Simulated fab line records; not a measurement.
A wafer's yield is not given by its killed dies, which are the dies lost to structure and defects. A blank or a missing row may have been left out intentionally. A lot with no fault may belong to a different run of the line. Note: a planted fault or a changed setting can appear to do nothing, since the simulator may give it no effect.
Matching of chambers :: flow n5 finfet :: 3 sister chambers for N5_BEOL_M4_PRE_CLEAN_60 on cvd co-02
The step time 15 s. 18 wafers are shown with their chamber, then 8 later ones without.

WAFERS, EACH WITH ITS CHAMBER
wafer: L862.1
chamber: 1
heater power outer w (W): 12
heater power w (W): 77

wafer: L862.4
chamber: 1
heater power outer w (W): 12
heater power w (W): 75

wafer: L862.5
chamber: 1
heater power outer w (W): 12
heater power w (W): 76

wafer: L866.1
chamber: 1
heater power outer w (W): 12
heater power w (W): 74

wafer: L866.2
chamber: 2
heater power outer w (W): 29
heater power w (W): 92

wafer: L866.6
chamber: 1
heater power outer w (W): 12
heater power w (W): 75

wafer: L865.2
chamber: 1
heater power outer w (W): 12
heater power w (W): 76

wafer: L865.3
chamber: 0
heater power outer w (W): 20
heater power w (W): 87

wafer: L865.5
chamber: 2
heater power outer w (W): 29
heater power w (W): 89

wafer: L875.2
chamber: 0
heater power outer w (W): 20
heater power w (W): 89

wafer: L875.3
chamber: 2
heater power outer w (W): 30
heater power w (W): 91

wafer: L875.6
chamber: 0
heater power outer w (W): 20
heater power w (W): 88

wafer: L880.1
chamber: 0
heater power outer w (W): 20
heater power w (W): 91

wafer: L880.4
chamber: 0
heater power outer w (W): 20
heater power w (W): 91

wafer: L879.2
chamber: 2
heater power outer w (W): 29
heater power w (W): 92

wafer: L879.4
chamber: 1
heater power outer w (W): 13
heater power w (W): 76

wafer: L879.5
chamber: 1
heater power outer w (W): 12
heater power w (W): 76

wafer: L883.1
chamber: 1
heater power outer w (W): 13
heater power w (W): 79

SIGNATURES (averages over the wafers above)
reading: heater power outer w
chamber 0: 20.00
chamber 1: 12.22
chamber 2: 29.25
scatter within a chamber: 0.392

reading: heater power w
chamber 0: 89.20
chamber 1: 76.00
chamber 2: 91.00
scatter within a chamber: 1.52
Rule: a wafer lies at a distance from a chamber equal to the root of the sum of squares, over the readings, of (its reading less the chamber's mean, divided by the reading's scatter). The wafer belongs to the nearest chamber; if the next one is less than 2 further off, it can't be placed. The scatter: take each reading less its chamber's mean, square it, sum over the shown wafers, divide by the number of wafers less the number of chambers, and take the root.

WAFERS WITH NO CHAMBER GIVEN
wafer: L883.3
heater power outer w (W): 29
heater power w (W): 91

wafer: L883.5
heater power outer w (W): 13
heater power w (W): 79

wafer: L884.1
heater power outer w (W): 20
heater power w (W): 88

wafer: L884.2
heater power outer w (W): 13
heater power w (W): 77

wafer: L884.5
heater power outer w (W): 13
heater power w (W): 78

wafer: L885.1
heater power outer w (W): 13
heater power w (W): 80

wafer: L885.2
heater power outer w (W): 30
heater power w (W): 92

wafer: L885.4
heater power outer w (W): 20
heater power w (W): 88

WHICH CHAMBER EACH WENT THROUGH
wafer: L883.3
from the rows above: 2
in truth: 2

wafer: L883.5
from the rows above: 1
in truth: 1

wafer: L884.1
from the rows above: 0
in truth: 0

wafer: L884.2
from the rows above: 1
in truth: 1

wafer: L884.5
from the rows above: 1
in truth: 1

wafer: L885.1
from the rows above: 1
in truth: 1

wafer: L885.2
from the rows above: 2
in truth: 2

wafer: L885.4
from the rows above: 0
in truth: 0
Correctly placed: 8 of 8. Can't be placed from these rows: 0. 0 placed wrongly.
